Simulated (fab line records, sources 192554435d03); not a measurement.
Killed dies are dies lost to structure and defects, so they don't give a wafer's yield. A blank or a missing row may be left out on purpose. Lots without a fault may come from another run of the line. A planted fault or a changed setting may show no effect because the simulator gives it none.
Problem report in the 8D (eight disciplines) form, filled by code | flow n5_finfet | the parts of the form that need people (team, actions taken, sign-off) are left out

1. THE PROBLEM
spin_speed_rpm at N5_BEOL_M12_COAT_65 reads a mean of 1449.7 rpm on 3 wafers of 1 lot; wafers without a fault read 1499.9 rpm with a standard deviation of 1. That is -50 standard deviations from the usual mean.
The step: time 60 s, resist thk 300 nm.
First seen on wafer L465.1, day 13 20:41, on litho_track-04. The record holds 15 wafers of 5 lots with a number at this step. Rule for "out", or "out of limits": more than 4 standard deviations from the usual mean. The other wafers with a number count as sound.

2. WHAT IT IS AND WHAT IT IS NOT
question                    | is                     | is not
which readings at this step | spin_speed_rpm         | plate_temp_C, resist_line_temp_C
which lots                  | L465                   | L454, L457, L469, L473
which wafers of those lots  | all that have a number | -
read on which tools         | litho_track-04         | litho_track-02, litho_track-05
when                        | from day 13 20:41      | up to then (6 sound wafers); but 6 sound wafers of L469, L473 came after

3. SUSPECTS, AND WHAT RULES EACH OUT
Counting: a tool at a process step up to the reading stays a suspect if it ran every lot that is out and no sound lot after the first of them.
- rie_diel-05 at N5_BEOL_M12_DESCUM_15 (chemistry O2, time 7.9 s): ruled out as a lasting fault. Sound lots L473 ran on it after its first lot that is out, L465 (day 13 20:07).
- rie_diel-05 at N5_BEOL_M12_ETCH_59 (etches BARC in N2/H2, target depth 89 nm, overetch 26.7 nm, time 67.9 s): ruled out as a lasting fault. Sound lots L473 ran on it after its first lot that is out, L465 (day 13 20:08).
- rie_diel-05 at N5_BEOL_M12_VIA_ETCH_16 (etches SiOC in C4F8/O2/Ar, target depth 724.8 nm): ruled out as a lasting fault. Sound lots L473 ran on it after its first lot that is out, L465 (day 13 20:12).
- plasma_asher-01 at N5_BEOL_M12_STRIP_63 (strips in N2/H2): ruled out as a lasting fault. Sound lots L469 ran on it after its first lot that is out, L465 (day 13 20:24).
- plasma_asher-01 at N5_BEOL_M12_STRIP_64 (strips in N2/H2): ruled out as a lasting fault. Sound lots L469 ran on it after its first lot that is out, L465 (day 13 20:28).
- litho_track-04 at N5_BEOL_M12_COAT_65 (time 60 s, resist thk 300 nm): kept. It ran the lot that is out, L465 (day 13 20:41), and no sound lot after that; its last sound lot up to then is L454 (day 11 12:53). Its own readings are out on those wafers: spin_speed_rpm.
Left after counting: litho_track-04 at N5_BEOL_M12_COAT_65.

4. THE CAUSE (what the simulator had put in)
Process parameter drift: litho_track-04, from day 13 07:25 on, at N5_BEOL_M12_COAT_65. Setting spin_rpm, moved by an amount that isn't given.
Counting left only this tool.

5. THE CHAIN OF EFFECTS, in route order
Each row: a reading whose mean over the struck wafers that have a number lies more than 3 standard deviations from the usual. Only readings for which the record gives a usual standard deviation are gone through. hours: the time from each lot's start at the first step in this table that gives one to its start at this step, as a median over the lots. sigmas: the change in usual standard deviations.
hours | step                | reading        | usual      | on struck wafers | change | sigmas
0     | N5_BEOL_M12_COAT_65 | spin_speed_rpm | 1499.9 rpm | 1449.7           | -50.2  | -50
The process steps in it:
- N5_BEOL_M12_COAT_65: time 60 s, resist thk 300 nm.

6. WHAT WOULD HAVE CAUGHT IT SOONER
In this record the first reading out of limits was taken at day 13 20:41, 13 hours after the fault began at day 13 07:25.
